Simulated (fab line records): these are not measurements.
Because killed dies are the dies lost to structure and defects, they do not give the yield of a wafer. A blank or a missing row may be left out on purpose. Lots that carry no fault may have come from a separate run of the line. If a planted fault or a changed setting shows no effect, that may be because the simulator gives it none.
Matching of chambers    flow n5_finfet    N5_BEOL_M0_SAQP_HM_OPEN_112 on rie_diel-02: 4 sister chambers
The step chemistry CHF3/O2, target SiO2, stops on a-Si, target depth 12 nm, time 13.5 s. 8 wafers are shown with their chamber, then 7 later ones without.

EACH WAFER AND ITS CHAMBER
wafer   chamber  rf_vpp_V (V)  throttle_valve_pct (%)
L081.1  3        527           19.07
L081.4  0        524           18.69
L084.4  0        523           18.68
L085.2  3        525           19.08
L085.3  2        538           18.87
L085.4  1        542           18.62
L092.1  2        539           18.88
L092.2  1        542           18.64

WAFERS WITHOUT THEIR CHAMBER
wafer   rf_vpp_V (V)  throttle_valve_pct (%)
L092.6  525           19.08
L095.2  540           18.91
L095.5  539           18.90
L095.6  526           19.11
L097.2  538           18.90
L097.3  526           19.10
L097.6  541           18.64

EACH ONE'S CHAMBER
wafer   from the rows above  in truth
L092.6  3                    3
L095.2  2                    2
L095.5  2                    2
L095.6  3                    3
L097.2  2                    2
L097.3  3                    3
L097.6  1                    1
Placed correctly: 7 of 7. Number that these rows cannot place: 0. Number placed wrongly: 0.
How it was worked out, from the rows above alone: a wafer's distance from a chamber is the root of the sum, over the readings, of the square of ((its reading less the chamber's mean) divided by the reading's scatter). If the next closest chamber is less than 2 further off than the closest, the wafer can't be placed; otherwise it belongs to the closest. A chamber's mean is the mean of its shown wafers. The scatter: the root of (the sum of the squares of (reading less its chamber's mean) over the shown wafers, divided by (wafers less chambers)).
